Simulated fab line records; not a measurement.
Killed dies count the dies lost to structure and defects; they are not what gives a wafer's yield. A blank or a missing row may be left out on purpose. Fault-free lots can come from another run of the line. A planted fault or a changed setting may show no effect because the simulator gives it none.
Which of the tools did it? | flow n5Finfet | Sampling: 12 lots, 36 wafers, 5 of 1938 route steps

WHAT THE GAUGES SHOWED, per wafer
N5_BEOL_M4_CD_MEAS_28: target cd 26.2 nm, target cd y 24.1 nm.
lot  | measured     | on       | cdNm (nm)
L074 | day 8 04:28  | cdSem-03 | 26.04 25.96 26.59
L077 | day 8 21:38  | cdSem-02 | 26.34 26.15 26.26
L079 | day 9 11:38  | cdSem-02 | 26.42 25.96 26.25
L080 | day 9 19:50  | cdSem-02 | 26.55 26.20 26.69
L084 | day 10 11:32 | cdSem-02 | 25.81 25.59 26.02
L085 | day 10 21:33 | cdSem-03 | 26.36 26.30 25.98
L088 | day 11 18:08 | cdSem-02 | 26.18 25.94 26.62
L091 | day 12 09:23 | cdSem-01 | 26.16 26.27 26.13
L092 | day 12 21:52 | cdSem-03 | 26.26 27.02 26.55
L093 | day 13 06:44 | cdSem-03 | 26.37 26.59 26.40
L095 | day 13 21:21 | cdSem-01 | 26.22 26.21 26.79
L097 | day 14 16:50 | cdSem-02 | 25.98 26.35 25.95

EACH LOT AND THE TOOL THAT RAN IT (in order: tool; ch and the chambers of the sampled wafers; start)
lot  | N5_BEOL_M3_STRIP_97                          | N5_BEOL_M3_SURFACE_TREAT_85 | N5_BEOL_M3_SPUTTER_94       | N5_BEOL_M3_ANNEAL_95
L074 | rieDiel-03 ch 2,3, day 7 23:16 or earlier    | pvdSputter-03, day 7 23:16  | pvdSputter-02, day 8 01:27  | pvdSputter-02, day 8 01:32
L077 | rieDiel-02 ch 2,3, day 8 12:15 or earlier    | pvdSputter-03, day 8 12:15  | pvdSputter-02, day 8 14:01  | pvdSputter-02, day 8 14:05
L079 | rieDiel-02 ch 1,2,3, day 9 03:02 or earlier  | pvdSputter-03, day 9 03:02  | pvdSputter-02, day 9 04:57  | pvdSputter-02, day 9 05:02
L080 | rieDiel-02 ch 1,3, day 9 11:17 or earlier    | pvdSputter-02, day 9 11:17  | pvdSputter-03, day 9 13:08  | pvdSputter-03, day 9 13:13
L084 | rieDiel-02 ch 0,3, day 9 23:16 or earlier    | pvdSputter-03, day 9 23:16  | pvdSputter-03, day 10 08:39 | pvdSputter-03, day 10 08:44
L085 | rieDiel-01 ch 0,1,3, day 10 13:25 or earlier | pvdSputter-03, day 10 13:25 | pvdSputter-01, day 10 15:16 | pvdSputter-01, day 10 15:20
L088 | rieDiel-02 ch 0,2,3, day 11 12:14 or earlier | pvdSputter-02, day 11 12:14 | pvdSputter-02, day 11 14:13 | pvdSputter-02, day 11 14:17
L091 | rieDiel-01 ch 1,3, day 12 04:07 or earlier   | pvdSputter-02, day 12 04:07 | pvdSputter-01, day 12 05:56 | pvdSputter-01, day 12 06:01
L092 | rieDiel-01 ch 1,2,3, day 12 13:34 or earlier | pvdSputter-02, day 12 13:34 | pvdSputter-02, day 12 15:33 | pvdSputter-02, day 12 15:38
L093 | rieDiel-01 ch 1,2,3, day 12 22:07 or earlier | pvdSputter-01, day 12 22:07 | pvdSputter-01, day 13 02:20 | pvdSputter-01, day 13 02:25
L095 | rieDiel-03 ch 0,2,3, day 13 14:20 or earlier | pvdSputter-01, day 13 14:20 | pvdSputter-03, day 13 16:34 | pvdSputter-03, day 13 16:39
L097 | rieDiel-02 ch 0,1,2, day 14 11:32 or earlier | pvdSputter-03, day 14 11:32 | pvdSputter-03, day 14 13:34 | pvdSputter-03, day 14 13:38
- N5_BEOL_M3_STRIP_97: strips in N2/H2, time 10 s.
- N5_BEOL_M3_SURFACE_TREAT_85
- N5_BEOL_M3_SPUTTER_94: material Cu, target thk 4.5 nm, time 8.29 s.
- N5_BEOL_M3_ANNEAL_95: time 240 s.

THE ANSWER, worked out from the rows above alone
Rule: the usual values come from the lots themselves. The widest of any qualifying gaps counts: lots, ordered by their means at a reading, are off when they make up no more than a third of the lots, leave a main group of 4 or more, and stand apart from it by 3 or more times the standard deviation of that group's means. A main group is skipped when, at the precision printed for the reading in the tables above, its means are all equal. A lot without any number at a reading at which 4 lots or more have one is off too. All remaining lots with rows at the step are treated as sound.
Nothing can be told from this: no lot is off at any reading shown.

WHAT WAS PUT IN BY THE SIMULATOR
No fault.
